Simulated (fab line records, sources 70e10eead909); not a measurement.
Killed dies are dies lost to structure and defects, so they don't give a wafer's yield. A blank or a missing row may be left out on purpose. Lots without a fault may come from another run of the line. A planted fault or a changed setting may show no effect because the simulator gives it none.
Chamber matching | flow nand_harc | NHARC_A_CHANNEL_FILL_D1_ALD_14 on ald_hk-03: 4 sister chambers
The step deposits SiO2, target thk 2.5 nm, pulse time 10 s, ald cycles 25. 18 wafers are shown with their chamber, then 9 later ones without.

WAFERS WITH THEIR CHAMBER
wafer  | chamber | heater_power_w (W) | precursor_pulse_height_rel
L075.1 | 1       | 511                | 0.985
L075.2 | 0       | 485                | 0.995
L075.5 | 3       | 497                | 1.013
L077.1 | 2       | 384                | 0.989
L077.2 | 0       | 504                | 1.005
L077.5 | 3       | 508                | 1.023
L080.2 | 2       | 370                | 0.983
L080.4 | 1       | 506                | 1.020
L080.5 | 1       | 510                | 1.013
L084.1 | 2       | 383                | 1.030
L084.2 | 0       | 512                | 0.989
L084.3 | 3       | 497                | 1.010
L085.1 | 1       | 507                | 1.008
L085.3 | 2       | 375                | 0.989
L085.6 | 1       | 511                | 1.022
L085.2 | 0       | 506                | 0.998
L085.4 | 3       | 490                | 1.005
L085.5 | 2       | 375                | 0.991

SIGNATURES (means of the wafers above)
reading                    | chamber 0 | chamber 1 | chamber 2 | chamber 3 | scatter within a chamber
heater_power_w             | 501.75    | 509.00    | 377.40    | 498.00    | 7.26
precursor_pulse_height_rel | 0.99675   | 1.00960   | 0.99640   | 1.01275   | 0.0137
Rule: a wafer's distance from a chamber is the root of the sum, over the readings, of the square of ((its reading less the chamber's mean) divided by the reading's scatter). The wafer belongs to the nearest chamber; if the next one is less than 2 further off, it can't be placed. The scatter: the root of (the sum of the squares of (reading less its chamber's mean) over the shown wafers, divided by (wafers less chambers)).

WAFERS WITHOUT THEIR CHAMBER
wafer  | heater_power_w (W) | precursor_pulse_height_rel
L089.2 | 500                | 0.986
L089.4 | 373                | 1.027
L089.5 | 517                | 1.017
L090.1 | 510                | 1.002
L090.2 | 379                | 0.962
L090.3 | 496                | 1.027
L091.2 | 371                | 1.046
L091.3 | 492                | 1.025
L091.6 | 507                | 0.966

WHICH CHAMBER EACH WENT THROUGH
wafer  | from the rows above          | in truth
L089.2 | can't be placed: 0 or 3 or 1 | 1
L089.4 | 2                            | 2
L089.5 | can't be placed: 1 or 0 or 3 | 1
L090.1 | can't be placed: 1 or 0 or 3 | 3
L090.2 | 2                            | 2
L090.3 | can't be placed: 3 or 1 or 0 | 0
L091.2 | 2                            | 2
L091.3 | can't be placed: 3 or 0 or 1 | 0
L091.6 | can't be placed: 0 or 1 or 3 | 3
Placed correctly: 3 of 9. Can't be placed from these rows: 6 (the true chamber is among the candidates in 6). Placed wrongly: 0.
